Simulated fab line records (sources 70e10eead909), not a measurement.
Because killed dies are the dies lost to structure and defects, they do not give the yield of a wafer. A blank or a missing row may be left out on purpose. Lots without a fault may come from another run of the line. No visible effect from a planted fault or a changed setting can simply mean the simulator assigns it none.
fab line records | flow nand-harc
record lots=14 | wafers=42 | last-day=26
route steps=1159 shown A_SLIT@780 A_WL_FILL@832 A_CONTACT@842
lots that met no fault: from a run of the same line without faults
start-h: start of the lot's first displayed wafer, in hours after the record's first day | wait-h: hours elapsed since this lot's preceding step | " repeats the value in the row above | L1.1+2: one row covering several wafers at once | - no value, or no start was given | * or withheld: withheld | < > ~ a bound
route shown NAME@n: a module of which the file shows steps, and the number in the route of the first | usual: mean/standard deviation of fault-free wafers | same: alike in all rows | chamber/n: place in a boat | sites: per-site readings | _std_site: the values' standard deviation | _edge_site: mean of outer sites minus mean of inner sites | radius-mm: how far each site lies from the wafer's centre | mask NAME#n: copy n | behind: the most recent tool/chamber to have shaped the wafer | hold: cause of the lot's hold/its duration in hours/its outcome | device: which transistor (n, p or np) failed to switch | end of line: at the end of the route, the tests of the same wafers | step lacking rows: just its recipe | killed: not the wafer's yield, but the dies lost to structure and defects at the first sort | map: dies across one wafer; x = killed, . = not, _ = none there
set.NAME: the setting as run; set.NAME@STEP: as run at that earlier step | model.NAME: the simulator's own value behind a step, which no gauge read
a sample of lots followed through the steps of the route, with each step as a table and each wafer as a row
services: the hour from which a tool's chamber was out of use, counted from the record's first day as start-h (under 0 if before that day), plus the number of hours and why
## steps
# step NHARC_A_SLIT_DEP_00
# recipe target-thk-a=32000 | temp-c=400 | material=aC
# usual throttle-valve-pct=35.000/0.0093
lot.wafer | tool       | chamber | start-h | wait-h | throttle-valve-pct
L303.1    | acl-dep-03 | 0       | 327.67  | -      | 34.999
L303.2    | "          | 0       | "       | "      | 35.000
L303.5    | "          | 0       | "       | "      | 34.995
L304.1    | acl-dep-01 | 0       | 359.47  | -      | 34.996
L304.3    | "          | 0       | "       | "      | 35.024
L304.5    | "          | 0       | "       | "      | 34.998
L306.1    | acl-dep-03 | 0       | 363.32  | -      | 35.000
L306.2    | "          | 0       | "       | "      | 35.000
L306.6    | "          | 0       | 364.96  | -      | 34.999
L308.2    | acl-dep-01 | 0       | 375.76  | -      | 35.016
L308.3    | "          | 0       | "       | "      | 35.005
L308.4    | "          | 0       | "       | "      | 35.028
L309.2    | acl-dep-01 | 0       | 380.68  | -      | 34.997
L309.3    | "          | 0       | "       | "      | 34.996
L309.6    | "          | 0       | "       | "      | 35.000
L310.2    | acl-dep-02 | 0       | 380.77  | -      | 35.007
L310.4    | "          | 0       | "       | "      | 35.022
L310.5    | "          | 0       | "       | "      | 34.992
L318.2    | acl-dep-01 | 0       | 421.30  | -      | 34.998
L318.3    | "          | 0       | "       | "      | 34.987
L318.4    | "          | 0       | "       | "      | 34.992
L312.3    | acl-dep-03 | 0       | 421.51  | -      | 34.998
L312.4    | "          | 0       | "       | "      | 35.004
L312.5    | "          | 0       | "       | "      | 35.006
L319.2    | acl-dep-02 | 0       | 444.67  | -      | 35.009
L319.4    | "          | 0       | "       | "      | 34.991
L319.5    | "          | 0       | "       | "      | 35.007
L321.1    | acl-dep-02 | 0       | 455.91  | -      | 35.008
L321.2    | "          | 0       | "       | "      | 35.011
L321.3    | "          | 0       | "       | "      | 34.996
L320.3    | acl-dep-01 | 0       | 456.81  | -      | 34.999
L320.4    | "          | 0       | "       | "      | 35.010
L320.6    | "          | 0       | "       | "      | 35.007
L322.1    | acl-dep-02 | 0       | 457.87  | -      | 34.992
L322.4    | "          | 0       | "       | "      | 34.995
L322.5    | "          | 0       | "       | "      | 34.993
L323.1    | acl-dep-02 | 0       | 466.69  | -      | 34.996
L323.2    | "          | 0       | "       | "      | 35.008
L323.4    | "          | 0       | "       | "      | 34.994
L324.2    | acl-dep-01 | 0       | 466.98  | -      | 34.987
L324.3    | "          | 0       | "       | "      | 34.994
L324.5    | "          | 0       | "       | "      | 35.010
# step NHARC_A_SLIT_INSPECT_11
# usual raw-defect-count=21/10
lot.wafer | tool              | chamber | start-h | wait-h | raw-defect-count
L303.1    | defect-inspect-01 | -       | 330.49  | 0.0    | 8
L303.2    | "                 | -       | "       | "      | 5
L303.5    | "                 | -       | "       | "      | 10
L304.1    | defect-inspect-01 | -       | 362.29  | 0.0    | 4
L304.3    | "                 | -       | "       | "      | 10
L304.5    | "                 | -       | "       | "      | 9
L306.1    | defect-inspect-01 | -       | 365.99  | 0.0    | 22
L306.2    | "                 | -       | "       | "      | 15
L306.6    | "                 | -       | "       | "      | 6
L308.2    | defect-inspect-02 | -       | 378.22  | 0.0    | 11
L308.3    | "                 | -       | "       | "      | 7
L308.4    | "                 | -       | "       | "      | 9
L309.2    | defect-inspect-01 | -       | 383.14  | 0.0    | 27
L309.3    | "                 | -       | "       | "      | 29
L309.6    | "                 | -       | "       | "      | 35
L310.2    | defect-inspect-02 | -       | 383.30  | 0.0    | 13
L310.4    | "                 | -       | "       | "      | 14
L310.5    | "                 | -       | "       | "      | 10
L312.3    | defect-inspect-02 | -       | 423.87  | 0.0    | 32
L312.4    | "                 | -       | "       | "      | 27
L312.5    | "                 | -       | "       | "      | 35
L318.2    | defect-inspect-01 | -       | 424.02  | 0.0    | 31
L318.3    | "                 | -       | "       | "      | 24
L318.4    | "                 | -       | "       | "      | 29
L319.2    | defect-inspect-02 | -       | 447.13  | 0.0    | 15
L319.4    | "                 | -       | "       | "      | 13
L319.5    | "                 | -       | "       | "      | 10
L321.1    | defect-inspect-01 | -       | 458.80  | 0.1    | 16
L321.2    | "                 | -       | "       | "      | 8
L321.3    | "                 | -       | "       | "      | 10
L320.3    | defect-inspect-02 | -       | 459.07  | 0.0    | 15
L320.4    | "                 | -       | "       | "      | 16
L320.6    | "                 | -       | "       | "      | 16
L322.1    | defect-inspect-01 | -       | 460.64  | 0.0    | 21
L322.4    | "                 | -       | "       | "      | 25
L322.5    | "                 | -       | "       | "      | 22
L324.2    | defect-inspect-02 | -       | 469.49  | 0.0    | 9
L324.3    | "                 | -       | "       | "      | 10
L324.5    | "                 | -       | "       | "      | 14
L323.1    | defect-inspect-02 | -       | 469.64  | 0.0    | 17
L323.2    | "                 | -       | "       | "      | 12
L323.4    | "                 | -       | "       | "      | 6
# step NHARC_A_WL_FILL_ALD_19
# recipe target-thk-a=20 | pulse-time-s=3 | ald-cycles=100 | temp-c=450 | material=TiN
# usual ald-cycles=100/0 | heater-power-outer-w=664/120 | heater-power-w=1048/140 | precursor-pulse-height-rel=1.002/0.018
lot.wafer | tool         | chamber | start-h | wait-h | ald-cycles | heater-power-outer-w | heater-power-w | precursor-pulse-height-rel | since-wet-clean-h
L303.1    | ald-metal-01 | 0       | 373.47  | 0.1    | 100        | 584                  | 1041           | 0.996                      | 84
L303.2    | "            | 2       | "       | "      | 100        | 564                  | 854            | 0.981                      | 84
L303.5    | "            | 0       | "       | "      | 100        | 590                  | 1044           | 0.997                      | -
L304.3    | ald-metal-01 | 1       | 407.21  | 0.1    | 100        | 871                  | 1320           | 1.012                      | 117
L304.1    | "            | 0       | "       | "      | 100        | 577                  | 1056           | 0.989                      | 117
L304.5    | "            | 1       | "       | "      | 100        | 862                  | 1288           | 0.986                      | -
L306.2    | ald-metal-01 | 0       | 412.22  | 0.1    | 100        | 591                  | 1047           | 0.997                      | 122
L306.1    | "            | 2       | "       | "      | 100        | 584                  | 857            | 1.010                      | 122
L306.6    | "            | 1       | "       | "      | 100        | 859                  | 1293           | 1.007                      | -
L308.3    | ald-metal-01 | 1       | 415.97  | 0.1    | 100        | 874                  | 1267           | 1.027                      | 126
L308.4    | "            | 2       | "       | "      | 100        | 562                  | 846            | 0.982                      | 126
L308.2    | "            | 3       | "       | "      | 100        | 807                  | 1264           | 0.996                      | 126
L310.4    | ald-metal-02 | 1       | 423.40  | 0.1    | -          | -                    | -              | -                          | -
L310.2    | "            | 2       | "       | "      | -          | -                    | -              | -                          | -
L310.5    | "            | 3       | "       | "      | -          | -                    | -              | -                          | -
L309.2    | ald-metal-01 | 1       | 426.17  | 0.1    | -          | -                    | -              | -                          | -
L309.3    | "            | 2       | "       | "      | -          | -                    | -              | -                          | -
L309.6    | "            | 1       | "       | "      | -          | -                    | -              | -                          | -
L312.3    | ald-metal-04 | 0       | 458.88  | 0.3    | 100        | 543                  | 1020           | 0.987                      | 29
L312.4    | "            | 3       | "       | "      | 100        | 888                  | 1306           | 1.024                      | -
L312.5    | "            | 2       | "       | "      | 100        | 610                  | 983            | 0.996                      | -
L318.2    | ald-metal-04 | 0       | 459.01  | 0.4    | 100        | 550                  | 1016           | 1.005                      | 29
L318.3    | "            | 2       | "       | "      | 100        | 619                  | 991            | 0.995                      | 29
L318.4    | "            | 2       | "       | "      | 100        | 608                  | 985            | 0.997                      | -
L319.2    | ald-metal-02 | 0       | 483.27  | 0.1    | 100        | 585                  | 987            | 0.984                      | 109
L319.4    | "            | 3       | "       | "      | 100        | 681                  | 997            | 1.014                      | 109
L319.5    | "            | 1       | "       | "      | 100        | 569                  | 929            | 1.003                      | -
L322.4    | ald-metal-02 | 3       | 488.86  | 0.1    | 100        | 682                  | 991            | 1.004                      | 115
L322.1    | "            | 1       | "       | "      | 100        | 559                  | 921            | 0.999                      | 115
L322.5    | "            | 3       | "       | "      | 100        | 688                  | 973            | 1.032                      | -
L321.2    | ald-metal-04 | 0       | 488.89  | 0.1    | 100        | 536                  | 1026           | 1.007                      | 59
L321.1    | "            | 2       | "       | "      | 100        | 606                  | 1014           | 1.005                      | 59
L321.3    | "            | 3       | "       | "      | 100        | 897                  | 1327           | 1.011                      | 59
L320.3    | ald-metal-01 | 2       | 492.20  | 0.1    | 100        | 569                  | 871            | 0.984                      | 24
L320.4    | "            | 0       | "       | "      | 100        | 609                  | 1021           | 1.004                      | 24
L320.6    | "            | 2       | "       | "      | 100        | 567                  | 836            | 1.017                      | -
L323.2    | ald-metal-04 | 0       | 506.01  | 0.1    | 100        | 546                  | 1028           | 0.999                      | 76
L323.1    | "            | 2       | "       | "      | 100        | 611                  | 1006           | 1.017                      | 76
L323.4    | "            | 3       | "       | "      | 100        | 902                  | 1287           | 1.022                      | -
L324.2    | ald-metal-02 | 3       | 510.07  | 0.1    | 100        | 674                  | 983            | 1.002                      | 136
L324.3    | "            | 2       | "       | "      | 100        | 626                  | 952            | 1.033                      | 136
L324.5    | "            | 3       | "       | "      | 100        | 681                  | 974            | 1.000                      | -
# step NHARC_A_CONTACT_DEP_28
# recipe target-thk-a=36000 | temp-c=400 | material=aC
# usual throttle-valve-pct=35.000/0.0082
lot.wafer | tool       | chamber | start-h | wait-h | throttle-valve-pct
L303.1    | acl-dep-01 | 0       | 390.52  | 0.9    | 35.005
L303.2    | "          | 0       | "       | "      | 35.008
L303.5    | "          | 0       | 392.01  | 2.4    | 35.010
L304.1    | acl-dep-02 | 0       | 416.59  | 1.5    | 35.001
L304.3    | "          | 0       | "       | "      | 34.992
L304.5    | "          | 0       | "       | "      | 34.982
L306.1    | acl-dep-01 | 0       | 422.95  | 4.2    | 35.011
L306.2    | "          | 0       | "       | "      | 35.000
L306.6    | "          | 0       | 424.80  | 6.1    | 35.010
L308.2    | acl-dep-02 | 0       | 425.44  | 2.2    | 35.006
L308.3    | "          | 0       | "       | "      | 35.009
L308.4    | "          | 0       | "       | "      | 34.999
L312.3    | acl-dep-03 | 0       | 469.14  | 1.9    | 35.008
L312.4    | "          | 0       | "       | "      | 34.994
L312.5    | "          | 0       | "       | "      | 35.018
L318.2    | acl-dep-03 | 0       | 474.02  | 0.4    | 35.001
L318.3    | "          | 0       | "       | "      | 35.009
L318.4    | "          | 0       | "       | "      | 34.992
L319.2    | acl-dep-03 | 0       | 497.95  | 0.4    | 34.983
L319.4    | "          | 0       | "       | "      | 35.014
L319.5    | "          | 0       | "       | "      | 35.006
L322.1    | acl-dep-01 | 0       | 505.26  | 2.7    | 35.005
L322.4    | "          | 0       | 506.34  | 3.8    | 35.007
L322.5    | "          | 0       | "       | "      | 34.990
L321.1    | acl-dep-01 | 0       | 507.42  | 2.8    | 35.002
L321.2    | "          | 0       | "       | "      | 35.001
L321.3    | "          | 0       | "       | "      | 35.006
L320.3    | acl-dep-02 | 0       | 508.46  | 1.7    | 34.995
L320.4    | "          | 0       | "       | "      | 34.999
L320.6    | "          | 0       | "       | "      | 34.996
L323.1    | acl-dep-02 | 0       | 519.51  | 0.1    | 34.995
L323.2    | "          | 0       | "       | "      | 34.998
L323.4    | "          | 0       | "       | "      | 35.018
L324.2    | acl-dep-02 | 0       | 522.29  | 0.4    | 34.998
L324.3    | "          | 0       | "       | "      | 34.999
L324.5    | "          | 0       | "       | "      | 34.995
## services
tool         | chamber | start-h | hours | kind
ald-metal-02 | 1       | 307.47  | 6.3   | repair
ald-metal-04 | 1       | 311.75  | 26.9  | repair
ald-metal-02 | -       | 330.52  | 0.5   | repair
acl-dep-02   | -       | 351.91  | 13.0  | pm
ald-metal-01 | -       | 356.02  | 0.9   | repair
ald-metal-02 | -       | 364.00  | 10.0  | pm
ald-metal-02 | 0       | 364.00  | 10.0  | vent-cycle
ald-metal-04 | 1       | 379.56  | 214.3 | repair
ald-metal-01 | -       | 393.30  | 1.5   | repair
acl-dep-03   | -       | 405.39  | 13.0  | pm
ald-metal-04 | -       | 419.87  | 10.0  | pm
ald-metal-01 | 3       | 441.59  | 6.6   | repair
ald-metal-01 | -       | 458.00  | 10.0  | pm
ald-metal-01 | 0       | 458.00  | 10.0  | vent-cycle
ald-metal-01 | 1       | 458.00  | 10.0  | vent-cycle
ald-metal-01 | 2       | 458.00  | 10.0  | vent-cycle
ald-metal-01 | 3       | 458.00  | 10.0  | vent-cycle
ald-metal-01 | 0       | 468.00  | -     | clean
ald-metal-01 | 1       | 468.00  | -     | clean
ald-metal-01 | 2       | 468.00  | -     | clean
ald-metal-01 | 3       | 468.00  | -     | clean
acl-dep-01   | -       | 476.26  | 13.0  | pm
ald-metal-02 | -       | 486.41  | 0.8   | repair
ald-metal-02 | -       | 518.31  | 1.1   | repair
## key
first-sign step=NHARC_A_WL_FILL_ALD_19 | reading=tool-record | direction=missing
effect none on later readings
met-at NHARC_A_WL_FILL_ALD_19
struck-lots L309,L310
later-rows-left-out L309.2,L309.3,L309.6,L310.2,L310.4,L310.5
sort-left-out L309.2,L309.3,L309.6,L310.2,L310.4,L310.5
tester-left-out L309,L310
not-acting-at NHARC_A_SLIT_DEP_00,NHARC_A_SLIT_INSPECT_11,NHARC_A_CONTACT_DEP_28
onset-between 415.97 423.40
fault kind=skipped-step-whole | tool=ald-metal-01,ald-metal-02 | chamber=- | onset-h=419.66 | steps=NHARC_A_WL_FILL_ALD_19 | scope=struck-lots-only
# tester-left-out: of these lots the tester's yield and bins aren't shown, on N5 and GAA mostly nor the transistor test; their killed dies are dies lost to structure and defects alone, not to doping, threshold or leakage, so they don't give the yield
# sort-left-out: the simulated sort isn't trusted on such a fault, so these wafers' sort isn't shown, and their yield isn't known
# later-rows-left-out: the simulator's readings of these wafers behind a module that went badly wrong aren't trusted and aren't shown, but for the sort
